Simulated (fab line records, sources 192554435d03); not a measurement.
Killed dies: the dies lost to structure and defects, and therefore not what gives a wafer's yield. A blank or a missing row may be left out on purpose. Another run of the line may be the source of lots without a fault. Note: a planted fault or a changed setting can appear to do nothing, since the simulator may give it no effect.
Matching of chambers    flow n5Finfet    3 sister chambers for N5_BEOL_M5_CMP_52 on cmp-01
The step polishes, stops on SiCOH lowk, t overpolish 6.9 s, target thk 62 nm. 16 wafers are shown with their chamber, then 5 later ones without.

## EACH WAFER AND ITS CHAMBER
wafer   chamber  timeToEndpointS (s)  motorCurrentA (A)  platenRpm (rpm)
L080.3  1        57.9                 5.9                50.02
L080.5  1        57.9                 6.1                49.93
L080.6  2        57.7                 5.4                50.00
L079.1  3        62.8                 5.7                50.05
L079.3  2        60.0                 5.6                49.99
L079.6  1        58.3                 6.3                49.97
L081.1  2        58.9                 5.4                49.96
L081.2  1        59.6                 6.0                49.96
L081.5  1        60.9                 6.0                49.95
L082.1  1        56.1                 6.4                50.00
L082.2  2        61.0                 5.8                50.01
L082.6  1        59.2                 6.0                49.96
L083.1  1        58.8                 6.3                49.99
L083.2  2        60.2                 5.5                50.00
L083.3  3        62.8                 5.8                50.03
L088.3  2        62.2                 5.1                49.96

SIGNATURES (averages over the wafers above)
reading          chamber 1  chamber 2  chamber 3  scatter within a chamber
timeToEndpointS  58.587     60.000     62.800     1.42
motorCurrentA    6.125      5.467      5.750      0.199
platenRpm        49.9725    49.9867    50.0400    0.0255
Rule: for a wafer and a chamber, the distance is found by dividing, reading by reading, the gap between the wafer's reading and the chamber's mean by the reading's scatter, squaring, summing and taking the root. The wafer belongs to the nearest chamber; if the next one is less than 2 further off, it can't be placed. How the scatter is found: for the shown wafers, subtract from each reading the mean of its chamber, square and add these, divide the total by (wafers less chambers), then take the root.

## WAFERS WHOSE CHAMBER IS MISSING
wafer   timeToEndpointS (s)  motorCurrentA (A)  platenRpm (rpm)
L088.5  66.2                 5.2                50.02
L094.2  69.5                 5.6                49.99
L094.5  64.2                 5.8                49.96
L097.1  66.9                 5.7                49.98
L097.6  59.9                 5.5                49.97

## EACH ONE'S CHAMBER
wafer   from the rows above           in truth
L088.5  can't be placed: 3 or 2       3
L094.2  can't be placed: 3 or 2       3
L094.5  can't be placed: 3 or 2 or 1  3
L097.1  can't be placed: 3 or 2       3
L097.6  2                             2
Correctly placed: 1 of 5. Not placeable from these rows: 4 (in 4, the candidates include the true chamber). Wrongly placed: 0.
